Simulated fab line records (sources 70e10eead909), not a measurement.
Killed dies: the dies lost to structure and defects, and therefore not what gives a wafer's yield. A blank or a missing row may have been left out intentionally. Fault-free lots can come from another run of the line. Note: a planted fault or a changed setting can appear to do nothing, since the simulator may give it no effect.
Which tool was responsible?    flow nand-harc    Sampling: 12 lots, 36 wafers, 5 of 1159 route steps

== WHAT THE GAUGES SHOWED, per wafer ==
NHARC_A_CONTACT_OVL_MEAS_09.
lot   measured      on          overlay-x-nm (nm)  overlay-y-nm (nm)
L469  day 17 01:34  overlay-02  -0.7 -0.5 -0.3     -0.3 -0.7 -0.5
L470  day 17 09:48  overlay-01  1.4 1.8 1.4        -0.2 -0.1 -0.2
L472  day 17 13:26  overlay-02  0.3 0.4 0.4        1.5 1.6 1.5
L476  day 18 22:20  overlay-02  -0.5 0.2 0.4       -1.0 -1.7 -1.3
L484  day 20 14:17  overlay-02  0.0 0.7 0.1        -0.1 0.4 0.6
L485  day 20 20:05  overlay-01  -0.5 -0.2 -0.3     -1.1 -1.0 -0.9
L487  day 21 13:15  overlay-02  -0.8 -1.1 -1.2     1.0 0.5 -0.1
L489  day 21 14:28  overlay-01  -0.2 0.8 0.9       0.3 0.8 0.3
L486  day 21 23:17  overlay-01  1.0 1.0 1.2        -0.4 -1.2 -0.8
L490  day 22 12:41  overlay-02  0.5 0.4 0.6        0.4 -0.3 0.2
L491  day 22 15:37  overlay-02  -1.9 -2.5 -2.0     -0.2 -0.2 -0.3
L492  day 23 00:32  overlay-02  -0.4 0.1 -0.1      -0.2 0.1 0.4

NHARC_END_SORT_01.
lot   measured      on         killed-at-array  killed-at-other  killed-at-periphery  killed-dies  killed-open  killed-short
L476  day 21 11:08  prober-01  314 14 32        0 0 0            2 3 4                316 17 36    0 1 3        4 3 4

== WHAT TOOL EACH LOT RAN ON (gives the tool, then ch and the chambers of the sampled wafers, and finally the start) ==
lot   NHARC_A_CONTACT_ETCH_136              NHARC_A_CONTACT_ETCH_98             NHARC_A_CONTACT_STRIP_26
L469  har-cap-etch-01 ch 0,1, day 17 05:39  rie-diel-13 ch 1,2,3, day 17 06:35  rie-diel-12 ch 0,1,2, no start
L470  har-cap-etch-03 ch 0,1, day 17 11:13  rie-diel-12 ch 1,2,3, day 17 12:08  rie-diel-10 ch 2,3, no start
L472  har-cap-etch-02 ch 0,1, day 17 15:09  rie-diel-12 ch 0,2,3, day 17 16:05  rie-diel-12 ch 1,2,3, no start
L476  har-cap-etch-01 ch 0,1, day 18 23:57  rie-diel-12 ch 0,1,2, day 19 00:52  rie-diel-12 ch 0,1, day 21 11:08 or earlier
L484  har-cap-etch-01 ch 0,1, day 20 15:41  rie-diel-13 ch 0,3, day 20 16:36    rie-diel-10 ch 0,1, no start
L485  har-cap-etch-03 ch 0,1, day 20 21:38  rie-diel-10 ch 0,2, day 20 22:33    rie-diel-13 ch 0,3, no start
L487  har-cap-etch-02 ch 0,1, day 21 14:40  rie-diel-13 ch 0,1,3, day 21 15:34  rie-diel-13 ch 1,2,3, no start
L489  har-cap-etch-01 ch 0,1, day 21 15:53  rie-diel-10 ch 0,2,3, day 21 16:52  rie-diel-12 ch 0,1,3, no start
L486  har-cap-etch-02 ch 0,1, day 22 00:45  rie-diel-12 ch 1,2,3, day 22 01:40  rie-diel-12 ch 0,1,2, no start
L490  har-cap-etch-03 ch 0,1, day 22 14:08  rie-diel-10 ch 0,1,2, day 22 15:02  rie-diel-12 ch 0,1,2, no start
L491  har-cap-etch-03 ch 0,1, day 22 17:13  rie-diel-13 ch 0,2, day 22 18:08    rie-diel-12 ch 1,3, no start
L492  har-cap-etch-03 ch 0,1, day 23 01:59  rie-diel-12 ch 0,1, day 23 02:55    rie-diel-12 ch 2,3, no start
- NHARC_A_CONTACT_ETCH_136: etches the open film in C4F8/O2/Ar, time 132 s, target depth 1287 nm.
- NHARC_A_CONTACT_ETCH_98: etches the open film in C4F6/O2, target depth 20 nm, time 10 s.
- NHARC_A_CONTACT_STRIP_26: strips in O2.

== AS READ BY THE TOOLS THEMSELVES (means over the sampled wafers that have a number; for cases with no such wafer, the mark the record gives instead) ==
NHARC_A_CONTACT_ETCH_98.
lot   tool         c4f6-flow-sccm (sccm)  drypump-motor-current-A (A)  mfc-ar-sccm (sccm)  oes-product-au (a.u.)  rf-vpp-V (V)  run-length-s (s)  showerhead-plenum-p-Torr (Torr)  throttle-valve-pct (%)
L469  rie-diel-13  25.00                  6.3                          500.5               0.964                  544           31.16             3.80                             26.902
L470  rie-diel-12  25.01                  6.1                          499.8               0.964                  548           30.95             4.00                             26.910
L472  rie-diel-12  25.02                  5.7                          500.3               0.969                  546           31.21             3.94                             26.908
L476  rie-diel-12  25.00                  6.1                          499.6               0.944                  546           30.03             3.87                             26.904
L484  rie-diel-13  25.06                  6.0                          497.8               0.953                  545           31.07             3.84                             26.913
L485  rie-diel-10  25.05                  5.2                          499.4               0.987                  543           31.09             3.75                             26.903
L487  rie-diel-13  24.97                  6.2                          500.1               1.000                  544           31.05             3.84                             26.899
L489  rie-diel-10  25.02                  5.6                          499.9               0.962                  544           31.30             3.78                             26.904
L486  rie-diel-12  25.05                  6.2                          500.8               0.941                  549           30.95             3.99                             26.903
L490  rie-diel-10  24.98                  5.4                          498.2               0.992                  546           30.94             3.84                             26.904
L491  rie-diel-13  25.02                  5.7                          500.1               0.948                  545           30.86             3.81                             26.896
L492  rie-diel-12  24.98                  5.9                          500.4               0.961                  542           30.90             3.70                             26.900

NHARC_A_CONTACT_STRIP_26.
lot   tool         drypump-motor-current-A (A)  mfc-ar-sccm (sccm)  oes-product-au (a.u.)  rf-vpp-V (V)  showerhead-plenum-p-Torr (Torr)  throttle-valve-pct (%)
L469  rie-diel-12  6.1                          0.004               1.006                  57.7          3.49                             17.047
L470  rie-diel-10  5.5                          0.006               1.000                  58.0          3.44                             17.034
L472  rie-diel-12  6.1                          0.016               1.009                  56.7          3.60                             17.050
L476  rie-diel-12  5.9                          0.003               1.001                  57.9          3.33                             17.033
L484  rie-diel-10  5.5                          0.015               0.993                  57.8          3.56                             17.044
L485  rie-diel-13  5.9                          0.009               0.997                  58.1          3.47                             17.032
L487  rie-diel-13  6.3                          0.009               1.004                  57.4          3.40                             17.035
L489  rie-diel-12  5.8                          0.015               1.000                  57.5          3.44                             17.032
L486  rie-diel-12  6.1                          0.004               0.999                  57.5          3.48                             17.034
L490  rie-diel-12  6.2                          0.004               0.999                  58.0          3.47                             17.042
L491  rie-diel-12  6.2                          0.013               0.998                  57.0          3.49                             17.032
L492  rie-diel-12  5.9                          0.018               1.007                  57.9          3.69                             17.027

== THE ANSWER, worked out from the rows above alone ==
Rule: the usual values come from the lots themselves. Put in order of their means at a reading, lots are off if they are a third of the lots or fewer, leave a main group of 4 or more, and stand apart from it by a gap of 3 or more times the standard deviation of the main group's means; of several such gaps the widest counts. A main group is skipped when, at the precision printed for the reading in the tables above, its means are all equal. Also off: a lot with no number at a reading for which 4 or more lots have one. All remaining lots with rows at the step are treated as sound. First the gauges in route order, then the tools' own readings, where a lot's mean is used as printed above. At the first step where some lot is off, the reading lying furthest off is the one used; lots without a number count as furthest.
Off at NHARC_A_CONTACT_ETCH_98 (run-length-s): L476. For the main group the mean is 31.04 s and the standard deviation 0.13.
If a tool, at that step or one of the process steps before it, ran each lot that is off and ran no sound lot following the first of them, it fits. Not one of the candidates tried fits.

== WHAT WAS PUT IN BY THE SIMULATOR ==
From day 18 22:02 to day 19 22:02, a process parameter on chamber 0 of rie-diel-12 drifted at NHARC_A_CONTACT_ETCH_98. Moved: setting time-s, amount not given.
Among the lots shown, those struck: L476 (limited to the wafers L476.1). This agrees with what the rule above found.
